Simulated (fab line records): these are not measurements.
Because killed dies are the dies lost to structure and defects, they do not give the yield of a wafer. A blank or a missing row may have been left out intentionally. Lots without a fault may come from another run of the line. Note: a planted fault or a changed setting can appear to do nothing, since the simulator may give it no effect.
Problem report, 8D (eight disciplines) form, completed by code -- flow n5 finfet -- the parts of the form that need people (team, actions taken, sign-off) are left out

## 1. THE ISSUE
spin speed rpm at N5_PMOS_HMC_CHANNEL_EPI_COAT_03 reads a mean of 1460.1 rpm on 6 wafers of 2 lots; wafers without a fault read 1499.9 rpm with a standard deviation of 0.86. That is -46 standard deviations from the usual mean.
The step: resist thk 205 nm.
First seen on wafer L848.2, day 3 23:07, on litho track-01. The record has a number at this step for 27 wafers belonging to 9 lots. The rule behind "out" and "out of limits": a value lying over 4 standard deviations away from the usual mean. Any other wafer with a number is counted as sound.

## 2. WHAT THIS IS AND IS NOT
question,is,is not
which readings at this step,spin speed rpm,chill plate temp C
which lots,"L848, L850","L839, L849, L853, L854, L856, L859, L861"
which wafers of those lots,all that have a number,-
read on which tools,litho track-01,"litho track-02, litho track-04"
when,from day 3 23:07,"up to then (3 sound wafers); but 18 sound wafers of L849, L853, L854, L856, L859, L861 came after"

## 3. SUSPECTS, AND WHAT RULES EACH OUT
Counting: a tool at a process step up to the reading stays a suspect if it ran every lot that is out and no sound lot after the first of them.
- litho track-01 at N5_PMOS_HMC_CHANNEL_EPI_COAT_03 (resist thk 205 nm): kept. Every lot that is out went through it, starting with L848 (day 3 23:07), and after that it ran no sound lot; the last sound lot it ran before then is L839 (day 1 17:22). On those wafers its own readings are out: spin speed rpm.
After counting, what remains is litho track-01 at N5_PMOS_HMC_CHANNEL_EPI_COAT_03.

## 4. THE CAUSE (what the simulator had put in)
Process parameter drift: litho track-01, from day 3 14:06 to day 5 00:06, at N5_PMOS_HMC_CHANNEL_EPI_COAT_03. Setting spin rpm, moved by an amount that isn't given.
The count eliminated every tool but this one.

## 5. SEQUENCE OF EFFECTS, ordered by route
One row per reading whose mean, taken over the struck wafers that have a number, lies over 3 standard deviations from the usual. Scope: only readings with a usual standard deviation given in the record; hours: median across lots of the time from each lot's start at the first step in this table that gives one to its start at this step; sigmas: change in usual standard deviations.
hours,step,reading,usual,on struck wafers,change,sigmas
0,N5_PMOS_HMC_CHANNEL_EPI_COAT_03,spin speed rpm,1499.9 rpm,1460.1,-39.8,-46
The process steps in it:
- N5_PMOS_HMC_CHANNEL_EPI_COAT_03: resist thk 205 nm.
At these later measuring or inspecting steps, every struck wafer for which the step has a row has a number for every such reading, and none has moved that far: N5_BEOL_M4_RC_MEAS_101.

## 6. WHAT WOULD HAVE CAUGHT IT SOONER
In this record no reading fell out of limits until day 3 23:07, 9 hours after the fault had begun at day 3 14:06.
